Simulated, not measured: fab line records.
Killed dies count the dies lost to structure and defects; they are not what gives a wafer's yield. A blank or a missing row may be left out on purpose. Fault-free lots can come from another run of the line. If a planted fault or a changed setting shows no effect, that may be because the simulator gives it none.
Matching of chambers || flow n5Finfet || 4 sister chambers for N5_BEOL_M3_ETCH_69 on rieDiel-01
The step etches SiARC in CF4, target depth 15.6 nm, time 26 s. 22 wafers are shown with their chamber, then 11 later ones without.

== EACH WAFER AND ITS CHAMBER ==
{"wafer": "L076.2", "chamber": 2, "drypumpMotorCurrentA (A)": 5.7, "showerheadPlenumPTorr (Torr)": 2.18, "throttleValvePct (%)": 15.41}
{"wafer": "L076.5", "chamber": 2, "drypumpMotorCurrentA (A)": 5.7, "showerheadPlenumPTorr (Torr)": 2.18, "throttleValvePct (%)": 15.42}
{"wafer": "L076.6", "chamber": 1, "drypumpMotorCurrentA (A)": 5.8, "showerheadPlenumPTorr (Torr)": 2.27, "throttleValvePct (%)": 15.02}
{"wafer": "L075.1", "chamber": 2, "drypumpMotorCurrentA (A)": 5.7, "showerheadPlenumPTorr (Torr)": 2.18, "throttleValvePct (%)": 15.40}
{"wafer": "L075.2", "chamber": 1, "drypumpMotorCurrentA (A)": 5.8, "showerheadPlenumPTorr (Torr)": 2.27, "throttleValvePct (%)": 15.04}
{"wafer": "L075.5", "chamber": 2, "drypumpMotorCurrentA (A)": 5.7, "showerheadPlenumPTorr (Torr)": 2.18, "throttleValvePct (%)": 15.41}
{"wafer": "L080.3", "chamber": 0, "drypumpMotorCurrentA (A)": 6.4, "showerheadPlenumPTorr (Torr)": 2.15, "throttleValvePct (%)": 15.41}
{"wafer": "L080.4", "chamber": 2, "drypumpMotorCurrentA (A)": 5.7, "showerheadPlenumPTorr (Torr)": 2.17, "throttleValvePct (%)": 15.44}
{"wafer": "L080.5", "chamber": 3, "drypumpMotorCurrentA (A)": 5.4, "showerheadPlenumPTorr (Torr)": 2.12, "throttleValvePct (%)": 15.17}
{"wafer": "L082.1", "chamber": 1, "drypumpMotorCurrentA (A)": 5.8, "showerheadPlenumPTorr (Torr)": 2.26, "throttleValvePct (%)": 15.06}
{"wafer": "L082.2", "chamber": 2, "drypumpMotorCurrentA (A)": 5.7, "showerheadPlenumPTorr (Torr)": 2.17, "throttleValvePct (%)": 15.42}
{"wafer": "L082.5", "chamber": 2, "drypumpMotorCurrentA (A)": 5.7, "showerheadPlenumPTorr (Torr)": 2.17, "throttleValvePct (%)": 15.45}
{"wafer": "L083.3", "chamber": 3, "drypumpMotorCurrentA (A)": 5.4, "showerheadPlenumPTorr (Torr)": 2.11, "throttleValvePct (%)": 15.17}
{"wafer": "L083.5", "chamber": 0, "drypumpMotorCurrentA (A)": 6.4, "showerheadPlenumPTorr (Torr)": 2.15, "throttleValvePct (%)": 15.40}
{"wafer": "L083.6", "chamber": 3, "drypumpMotorCurrentA (A)": 5.4, "showerheadPlenumPTorr (Torr)": 2.11, "throttleValvePct (%)": 15.15}
{"wafer": "L085.3", "chamber": 0, "drypumpMotorCurrentA (A)": 6.5, "showerheadPlenumPTorr (Torr)": 2.15, "throttleValvePct (%)": 15.40}
{"wafer": "L085.4", "chamber": 2, "drypumpMotorCurrentA (A)": 5.7, "showerheadPlenumPTorr (Torr)": 2.17, "throttleValvePct (%)": 15.43}
{"wafer": "L085.5", "chamber": 1, "drypumpMotorCurrentA (A)": 5.8, "showerheadPlenumPTorr (Torr)": 2.26, "throttleValvePct (%)": 15.06}
{"wafer": "L084.2", "chamber": 2, "drypumpMotorCurrentA (A)": 5.7, "showerheadPlenumPTorr (Torr)": 2.17, "throttleValvePct (%)": 15.46}
{"wafer": "L084.4", "chamber": 0, "drypumpMotorCurrentA (A)": 6.5, "showerheadPlenumPTorr (Torr)": 2.15, "throttleValvePct (%)": 15.40}
{"wafer": "L084.6", "chamber": 0, "drypumpMotorCurrentA (A)": 6.5, "showerheadPlenumPTorr (Torr)": 2.15, "throttleValvePct (%)": 15.41}
{"wafer": "L089.1", "chamber": 2, "drypumpMotorCurrentA (A)": 5.7, "showerheadPlenumPTorr (Torr)": 2.17, "throttleValvePct (%)": 15.49}

SIGNATURES, as means of the wafers listed above
{"reading": "drypumpMotorCurrentA", "chamber 0": 6.460, "chamber 1": 5.800, "chamber 2": 5.700, "chamber 3": 5.400, "scatter within a chamber": 0.0258}
{"reading": "showerheadPlenumPTorr", "chamber 0": 2.1500, "chamber 1": 2.2650, "chamber 2": 2.1740, "chamber 3": 2.1133, "scatter within a chamber": 0.00475}
{"reading": "throttleValvePct", "chamber 0": 15.4040, "chamber 1": 15.0450, "chamber 2": 15.4330, "chamber 3": 15.1633, "scatter within a chamber": 0.0215}
Rule: for each reading, subtract the chamber's mean from the wafer's reading, divide by that reading's scatter and square the result; add these up over the readings and take the root, which gives the wafer's distance from the chamber. If the next closest chamber is less than 2 further off than the closest, the wafer can't be placed; otherwise it belongs to the closest. The scatter: the root of (the sum of the squares of (reading less its chamber's mean) over the shown wafers, divided by (wafers less chambers)).

== WAFERS WITHOUT THEIR CHAMBER ==
{"wafer": "L089.2", "drypumpMotorCurrentA (A)": 6.4, "showerheadPlenumPTorr (Torr)": 2.15, "throttleValvePct (%)": 15.42}
{"wafer": "L089.3", "drypumpMotorCurrentA (A)": 5.4, "showerheadPlenumPTorr (Torr)": 2.11, "throttleValvePct (%)": 15.20}
{"wafer": "L093.1", "drypumpMotorCurrentA (A)": 6.4, "showerheadPlenumPTorr (Torr)": 2.14, "throttleValvePct (%)": 15.48}
{"wafer": "L093.5", "drypumpMotorCurrentA (A)": 5.4, "showerheadPlenumPTorr (Torr)": 2.11, "throttleValvePct (%)": 15.21}
{"wafer": "L093.6", "drypumpMotorCurrentA (A)": 6.5, "showerheadPlenumPTorr (Torr)": 2.14, "throttleValvePct (%)": 15.46}
{"wafer": "L092.4", "drypumpMotorCurrentA (A)": 6.5, "showerheadPlenumPTorr (Torr)": 2.14, "throttleValvePct (%)": 15.47}
{"wafer": "L092.5", "drypumpMotorCurrentA (A)": 5.7, "showerheadPlenumPTorr (Torr)": 2.17, "throttleValvePct (%)": 15.50}
{"wafer": "L092.6", "drypumpMotorCurrentA (A)": 5.4, "showerheadPlenumPTorr (Torr)": 2.11, "throttleValvePct (%)": 15.23}
{"wafer": "L097.1", "drypumpMotorCurrentA (A)": 6.5, "showerheadPlenumPTorr (Torr)": 2.14, "throttleValvePct (%)": 15.47}
{"wafer": "L097.2", "drypumpMotorCurrentA (A)": 5.8, "showerheadPlenumPTorr (Torr)": 2.25, "throttleValvePct (%)": 15.13}
{"wafer": "L097.3", "drypumpMotorCurrentA (A)": 5.7, "showerheadPlenumPTorr (Torr)": 2.16, "throttleValvePct (%)": 15.51}

== WHICH CHAMBER EACH ONE RAN IN ==
{"wafer": "L089.2", "from the rows above": 0, "in truth": 0}
{"wafer": "L089.3", "from the rows above": 3, "in truth": 3}
{"wafer": "L093.1", "from the rows above": 0, "in truth": 0}
{"wafer": "L093.5", "from the rows above": 3, "in truth": 3}
{"wafer": "L093.6", "from the rows above": 0, "in truth": 0}
{"wafer": "L092.4", "from the rows above": 0, "in truth": 0}
{"wafer": "L092.5", "from the rows above": 2, "in truth": 2}
{"wafer": "L092.6", "from the rows above": 3, "in truth": 3}
{"wafer": "L097.1", "from the rows above": 0, "in truth": 0}
{"wafer": "L097.2", "from the rows above": 1, "in truth": 1}
{"wafer": "L097.3", "from the rows above": 2, "in truth": 2}
Placed correctly: 11 of 11. Number that these rows cannot place: 0. Wrongly placed: 0.
